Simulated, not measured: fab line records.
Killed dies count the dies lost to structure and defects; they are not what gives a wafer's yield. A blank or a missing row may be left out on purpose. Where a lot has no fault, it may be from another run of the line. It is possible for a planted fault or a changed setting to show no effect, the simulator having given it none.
The tool behind it: which one?    flow n5-finfet    10 lots, 30 wafers sampled, at 2 steps of a route of 1938

## WHAT EACH GAUGE READ, for each wafer
N5_HKMG_FIN_THK_MEAS_70: measures by xrf.
lot   measured     on             HK_THK (nm)
L605  day 4 05:59  film-metro-01  1.584 1.578 1.577
L606  day 4 08:37  film-metro-02  1.550 1.587 1.551
L607  day 4 13:32  film-metro-02  1.625 1.572 1.597
L610  day 5 07:13  film-metro-02  1.589 1.588 1.608
L616  day 7 01:17  film-metro-01  1.578 1.610 1.586
L617  day 7 04:58  film-metro-01  1.589 1.564 1.589
L620  day 7 20:58  film-metro-01  1.568 1.590 1.580
L625  day 9 01:55  film-metro-01  1.579 1.569 1.557
L626  day 9 08:20  film-metro-01  1.564 1.555 1.581
L627  day 9 16:39  film-metro-01  1.586 1.588 1.573

## WHAT TOOL EACH LOT RAN ON (gives the tool, then ch and the chambers of the sampled wafers, and finally the start)
lot   N5_HKMG_FIN_ALD_36
L605  ald-metal-04 ch 0,1,2, day 4 05:43
L606  ald-metal-04 ch 0,1,3, day 4 08:20
L607  ald-metal-01 ch 0,1,3, day 4 13:15
L610  ald-metal-03 ch 0,1,3, day 5 06:56
L616  ald-metal-03 ch 1,2,3, day 7 01:00
L617  ald-metal-04 ch 0,3, day 7 04:41
L620  ald-metal-01 ch 1,2, day 7 20:41
L625  ald-metal-03 ch 1,3, day 9 01:38
L626  ald-metal-04 ch 1,3, day 9 08:03
L627  ald-metal-04 ch 1,2,3, day 9 16:22
- N5_HKMG_FIN_ALD_36: deposits TiN, target thk 1 nm, pulse time 1 s, purge time 3 s.

## THE ANSWER, worked out from the rows above alone
Rule: what is usual is taken from the lots themselves. Put in order of their means at a reading, lots are off if they are a third of the lots or fewer, leave a main group of 4 or more, and stand apart from it by a gap of 3 or more times the standard deviation of the main group's means; of several such gaps the widest counts. A main group is skipped when, at the precision printed for the reading in the tables above, its means are all equal. Also off: a lot with no number at a reading for which 4 or more lots have one. All remaining lots with rows at the step are treated as sound.
Across all readings shown, no lot is off: no conclusion can be drawn from this.

## WHAT WAS PUT IN BY THE SIMULATOR
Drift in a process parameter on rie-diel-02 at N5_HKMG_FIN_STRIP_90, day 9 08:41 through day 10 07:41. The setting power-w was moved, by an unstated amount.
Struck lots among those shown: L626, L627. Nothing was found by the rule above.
